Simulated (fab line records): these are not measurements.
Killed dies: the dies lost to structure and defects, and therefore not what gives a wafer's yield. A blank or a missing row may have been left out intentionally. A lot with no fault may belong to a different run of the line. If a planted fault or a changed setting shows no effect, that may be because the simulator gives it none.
A struck lot beside a sound one    flow nand-harc    14 steps out of a route of 1302
Sound: the wafers L442.1, L442.4, L442.5. Struck: wafer L451.1. (L451.5 of the same lot was not struck and is left out.) The cause comes at the end.
At each step with rows: each side's tool, then ch and its chambers, then its first start. Under that, the readings that differ: sound wafers    struck wafers    difference of the means    sigmas: that difference in standard deviations of wafers without a fault.
alike: readings with means less than 2 such deviations apart, plus words and numbers identical on both sides. not compared: withheld readings, readings lacking a value on some wafer, bounds such as >300 that could conceal the same value, and numbers that have no deviation in the record and whose values overlap.
A row with sigmas, a row that says differs or no value, or rows on one side alone: a step with any of these is where the two part. Numbers that don't overlap but have no deviation are shown without sigmas and don't part them. A reading missing from all wafers of one side parts the sides only when that side holds two or more wafers.

NHARC_A_DECK1_JOINT_ETCHBACK_00: etches the open film in HBr, target depth 30 nm, time 17.4 s.
  sound on rie-si-01 ch 1,3, day 13 19:22; struck on rie-si-02 ch 3, day 18 04:07
  alike: chamber-pressure-mTorr, drypump-motor-current-A, he-backside-leak-sccm, oes-product-au, rf-fwd-power-W, throttle-valve-pct
  not compared: rf-hours-counter-h
then, 8 steps without rows for these wafers: NHARC_A_DECK1_JOINT_PRECLEAN_30 (cleans in SC1); NHARC_A_DECK1_JOINT_SRD_31; NHARC_A_DECK1_JOINT_CVD_34 (deposits SiNx, target thk 20 nm); NHARC_A_DECK1_JOINT_DEP_06 (deposits SiOx, target thk 80 nm); NHARC_A_DECK1_JOINT_CURE_26 (time 32 s); NHARC_A_DECK1_JOINT_ANNEAL_27 (time 3600 s); NHARC_A_DECK1_JOINT_ANNEAL_28 (time 1800 s); NHARC_A_DECK1_JOINT_ANNEAL_29 (time 1800 s).
NHARC_A_DECK1_JOINT_CMP_02: polishes SiOx.
  sound on cmp-04 ch 1,2,3, day 14 17:32; struck on cmp-03 ch 3, day 19 02:34
  alike: motor-current-A
next, for these wafers, 1 step has no rows: NHARC_A_DECK1_JOINT_SRD_15.
NHARC_A_DECK1_JOINT_DEP_16: deposits SiO2, target thk 45 nm.
  sound on pecvd-03 ch 0,1,2, day 14 17:56; struck on pecvd-03 ch 2, day 19 03:10
  alike: heater-power-w, rf-fwd-power-W, throttle-valve-pct
NHARC_A_DECK1_JOINT_THK_MEAS_17: measures by ellipsometry.
  sound on film-metro-01 at day 14 18:09; struck on film-metro-02 at day 19 03:23
reading      sound           struck  difference  sigmas
thk-nm (nm)  45.5 43.1 44.6  29.8    -14.6       -11
NHARC_A_DECK1_JOINT_INSPECT_05:
  sound on defect-inspect-02 at day 14 18:11; struck on defect-inspect-01 at day 19 03:26
  alike: raw-defect-count

## WHERE THEY PART
NHARC_A_DECK1_JOINT_THK_MEAS_17 only, going by this record. Later steps at which nothing parts them and some readings are alike: NHARC_A_DECK1_JOINT_INSPECT_05.

WHY: what the simulator had put in
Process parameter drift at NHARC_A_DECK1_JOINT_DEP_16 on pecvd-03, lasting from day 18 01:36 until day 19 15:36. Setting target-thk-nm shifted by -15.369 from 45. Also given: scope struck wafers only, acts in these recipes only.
